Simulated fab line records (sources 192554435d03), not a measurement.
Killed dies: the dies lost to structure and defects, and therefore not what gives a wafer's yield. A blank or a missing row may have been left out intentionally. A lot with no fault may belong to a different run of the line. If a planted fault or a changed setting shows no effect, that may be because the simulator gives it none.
What tool caused it?    flow n5Finfet    24 lots with 72 wafers sampled at 2 steps, on a route of 1938 steps

WHAT THE GAUGES SHOWED, per wafer
N5_WELL_APT_INSPECT_38: inspects for defects (darkfield).
lot   measured     on                rawDefectCount
L074  day 1 16:53  defectInspect-01  11 13 15
L075  day 1 23:17  defectInspect-02  10 12 25
L076  day 2 04:57  defectInspect-01  7 15 17
L077  day 2 10:48  defectInspect-01  14 20 10
L078  day 2 17:15  defectInspect-01  12 9 13
L079  day 2 23:29  defectInspect-02  6 10 13
L080  day 3 04:49  defectInspect-01  11 13 27
L081  day 3 10:59  defectInspect-01  15 25 21
L082  day 3 17:09  defectInspect-02  8 9 11
L083  day 3 23:30  defectInspect-02  18 9 11
L084  day 4 06:02  defectInspect-01  8 3 11
L085  day 4 11:11  defectInspect-01  8 13 13
L086  day 4 17:07  defectInspect-02  17 16 9
L087  day 4 23:17  defectInspect-02  8 22 15
L088  day 5 05:53  defectInspect-02  7 12 15
L089  day 5 11:35  defectInspect-02  12 11 29
L090  day 5 16:49  defectInspect-01  16 13 14
L091  day 5 23:16  defectInspect-01  15 9 5
L092  day 6 04:44  defectInspect-01  9 10 9
L093  day 6 11:32  defectInspect-01  15 21 34
L094  day 6 16:49  defectInspect-02  15 14 10
L095  day 6 22:40  defectInspect-01  14 6 7
L096  day 7 05:10  defectInspect-01  11 9 8
L097  day 7 11:00  defectInspect-02  7 13 12

EACH LOT AND THE TOOL THAT RAN IT (in order: tool; ch and the chambers of the sampled wafers; start)
lot   N5_WELL_APT_DESCUM_30
L074  rieDiel-01 ch 0,3, day 1 15:02
L075  rieDiel-03 ch 0,2,3, day 1 21:24
L076  rieDiel-01 ch 1,2,3, day 2 03:13
L077  rieDiel-03 ch 0,3, day 2 08:58
L078  rieDiel-03 ch 2,3, day 2 15:21
L079  rieDiel-06 ch 0,2,3, day 2 21:27
L080  rieDiel-03 ch 0,1,2, day 3 03:09
L081  rieDiel-03 ch 0,1,2, day 3 09:05
L082  rieDiel-01 ch 0,3, day 3 15:19
L083  rieDiel-03 ch 0,3, day 3 21:24
L084  rieDiel-01 ch 0,1,3, day 4 04:08
L085  rieDiel-01 ch 0,2, day 4 09:29
L086  rieDiel-06 ch 0,1,3, day 4 15:00
L087  rieDiel-01 ch 0,1,3, day 4 21:13
L088  rieDiel-03 ch 0,1, day 5 04:07
L089  rieDiel-01 ch 0,2,3, day 5 09:44
L090  rieDiel-03 ch 0,3, day 5 15:09
L091  rieDiel-06 ch 1,2,3, day 5 21:08
L092  rieDiel-06 ch 0,2, day 6 02:53
L093  rieDiel-01 ch 2,3, day 6 09:34
L094  rieDiel-01 ch 0,2, day 6 15:09
L095  rieDiel-06 ch 1,2,3, day 6 21:02
L096  rieDiel-03 ch 0,1, day 7 03:17
L097  rieDiel-06 ch 0,2,3, day 7 09:05
- N5_WELL_APT_DESCUM_30: chemistry O2, time 7.9 s.

WHAT THE TOOLS THEMSELVES READ (means of the sampled wafers that have a number; where no wafer has one, the mark that the record gives instead)
N5_WELL_APT_DESCUM_30.
lot   tool        drypumpMotorCurrentA (A)  oesProductAu (a.u.)  rfVppV (V)  showerheadPlenumPTorr (Torr)  throttleValvePct (%)
L074  rieDiel-01  6.3                       0.74                 244.0       2.15                          20.62
L075  rieDiel-03  5.7                       0.72                 244.2       2.13                          20.61
L076  rieDiel-01  5.7                       0.81                 243.2       2.10                          20.31
L077  rieDiel-03  5.8                       0.71                 244.4       2.13                          20.65
L078  rieDiel-03  5.6                       0.71                 242.3       2.10                          20.45
L079  rieDiel-06  5.4                       0.78                 244.3       2.14                          20.49
L080  rieDiel-03  5.7                       0.69                 243.9       2.12                          20.73
L081  rieDiel-03  5.8                       0.69                 243.4       2.12                          20.74
L082  rieDiel-01  6.3                       0.72                 243.5       2.14                          20.65
L083  rieDiel-03  5.8                       0.71                 242.1       2.09                          20.49
L084  rieDiel-01  6.2                       0.78                 243.4       2.12                          20.38
L085  rieDiel-01  5.8                       0.71                 244.1       2.10                          20.59
L086  rieDiel-06  5.6                       0.86                 244.7       2.17                          20.39
L087  rieDiel-01  6.2                       0.78                 244.0       2.12                          20.40
L088  rieDiel-03  6.0                       0.85                 243.8       2.08                          20.51
L089  rieDiel-01  5.8                       0.71                 243.8       2.10                          20.62
L090  rieDiel-03  5.8                       0.69                 243.4       2.12                          20.70
L091  rieDiel-06  5.7                       0.80                 243.9       2.16                          20.55
L092  rieDiel-06  5.4                       0.73                 245.1       2.16                          20.54
L093  rieDiel-01  5.4                       0.72                 243.3       2.07                          20.57
L094  rieDiel-01  6.2                       0.69                 243.7       2.13                          20.69
L095  rieDiel-06  5.8                       0.79                 244.0       2.16                          20.57
L096  rieDiel-03  5.9                       0.95                 242.1       2.11                          20.42
L097  rieDiel-06  5.5                       0.75                 244.3       2.13                          20.57

THE ANSWER, worked out from the rows above alone
Rule: the lots themselves supply what counts as usual. The widest of any qualifying gaps counts: lots, ordered by their means at a reading, are off when they make up no more than a third of the lots, leave a main group of 4 or more, and stand apart from it by 3 or more times the standard deviation of that group's means. The tables above print the reading to a certain number of digits; a main group whose means all agree to those digits is not used. Also off: a lot with no number at a reading for which 4 or more lots have one. Any other lot the step has rows for is counted as sound. First the gauges in route order, then the tools' own readings, where a lot's mean is used as printed above. At the first step where some lot is off, the reading lying furthest off is the one used; lots without a number count as furthest.
Nothing can be told from this: no lot is off at any reading shown.

WHAT THE SIMULATOR HAD INSERTED
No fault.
